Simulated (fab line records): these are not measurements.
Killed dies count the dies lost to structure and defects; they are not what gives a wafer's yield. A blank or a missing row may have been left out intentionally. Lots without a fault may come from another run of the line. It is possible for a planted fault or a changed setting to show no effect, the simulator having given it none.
Comparing a struck lot with a sound one / flow nandHarc / 15 steps out of a route of 1302
Sound: these wafers, L640.1, L640.2, L640.6. Struck: wafers L644.1, L644.3, L644.5. The cause is named last.
At each step with rows: each side's tool, then ch and its chambers, then its first start. Under that, the readings that differ: sound wafers / struck wafers / difference of the means / sigmas: that difference in standard deviations of wafers without a fault.
alike: same words and numbers on both sides, and readings whose means sit less than 2 such deviations apart. not compared: any withheld reading, any reading some wafer has no value for, any bound like >300 that may hide the same value, and any number with overlapping values for which the record gives no deviation.
A row with sigmas, a row that says differs or no value, or rows on one side alone: a step with any of these is where the two part. When numbers do not overlap yet have no deviation, they are printed without sigmas and do not part them. A reading that every wafer of one side lacks parts them only if that side has two wafers or more.

first, 1 step without rows for these wafers: NHARC_P_M0_DEVELOP_08 (develop time 35 s).
NHARC_P_M0_CD_MEAS_09 targets a cd of 90 nm.
  sound on cdSem-02 ch 0, day 6 16:34; struck on cdSem-01 ch 0, day 8 12:55
  alike: cdNm
NHARC_P_M0_OVL_MEAS_10: pitch 180 nm.
  sound on overlay-02 at day 6 16:40; struck on overlay-01 at day 8 13:00
  alike: overlayXNm, overlayYNm
NHARC_P_M0_INSPECT_11:
  sound on defectInspect-02 at day 6 16:42; struck on defectInspect-01 at day 8 13:02
  alike: rawDefectCount
then, 1 step without rows for these wafers: NHARC_P_M0_DESCUM_14 (chemistry O2, time 3 s).
NHARC_P_M0_ETCH_34: etches the open film in N2/H2, target depth 40 nm, overetch 12 nm, time 43.94 s.
  sound on rieDiel-02 ch 0,1, day 6 17:37; struck on rieDiel-03 ch 1,2, day 8 13:11
  alike: drypumpMotorCurrentA, oesProductAu, rfVppV, showerheadPlenumPTorr, throttleValvePct
  not compared: rfHoursCounterH
NHARC_P_M0_ETCH_15: etches the open film in C4F8/Ar, target depth 150 nm, overetch 15 nm, time 82.5 s.
  sound: rieDiel-02 ch 0,3; struck: rieDiel-03 ch 0,1,2
  alike: oesProductAu, rfVppV
  not compared: rfHoursCounterH
NHARC_P_M0_CD_MEAS_16:
  sound on cdSem-01 at day 6 17:50; struck on cdSem-02 at day 8 13:24
  alike: cdNm
NHARC_P_M0_STRIP_18: strips in N2/H2.
  sound on rieDiel-02 ch 1,2,3, day 6 17:58; struck on rieDiel-13 ch 1,2,3, day 8 13:29
  alike: drypumpMotorCurrentA, oesProductAu, rfVppV, showerheadPlenumPTorr, throttleValvePct
  not compared: rfHoursCounterH
then, 2 steps without rows for these wafers: NHARC_P_M0_STRIP_19 (strips in post etch residue remover, time 600 s); NHARC_P_M0_DEGAS_28 (time 60 s).
NHARC_P_M0_PRE_CLEAN_29: time 30 s.
  sound on pvdSputter-02; struck on pvdSputter-02
  alike: heaterPowerW, susceptorTempC
NHARC_P_M0_PVD_20: deposits TaN, target thk 5 nm, time 8.06 s.
  sound on pvdSputter-02 at day 6 18:34; struck on pvdSputter-02 at day 8 14:24
  alike: biasV, throttleValvePct
NHARC_P_M0_PVD_21: deposits Cu, target thk 30 nm, time 20.49 s.
  sound on pvdSputter-02; struck on pvdSputter-02
  alike: throttleValvePct
-- the record jumps here: 18 days lie between the struck wafers' starts before and after (it left off in module P_M0 and takes up again in module END, whose first step shown is number 1302 of the route) --
NHARC_END_SORT_01:
  sound on prober-02 ch 0, day 25 00:10; struck on prober-02 ch 0, day 26 15:44
  alike: defectLimitedYield, killedAtArray, killedAtOther, killedAtPeriphery, killedDies, killedOpen, killedShort

WHERE THEY PART
Nowhere in this record.

WHY: what had been put in by the simulator
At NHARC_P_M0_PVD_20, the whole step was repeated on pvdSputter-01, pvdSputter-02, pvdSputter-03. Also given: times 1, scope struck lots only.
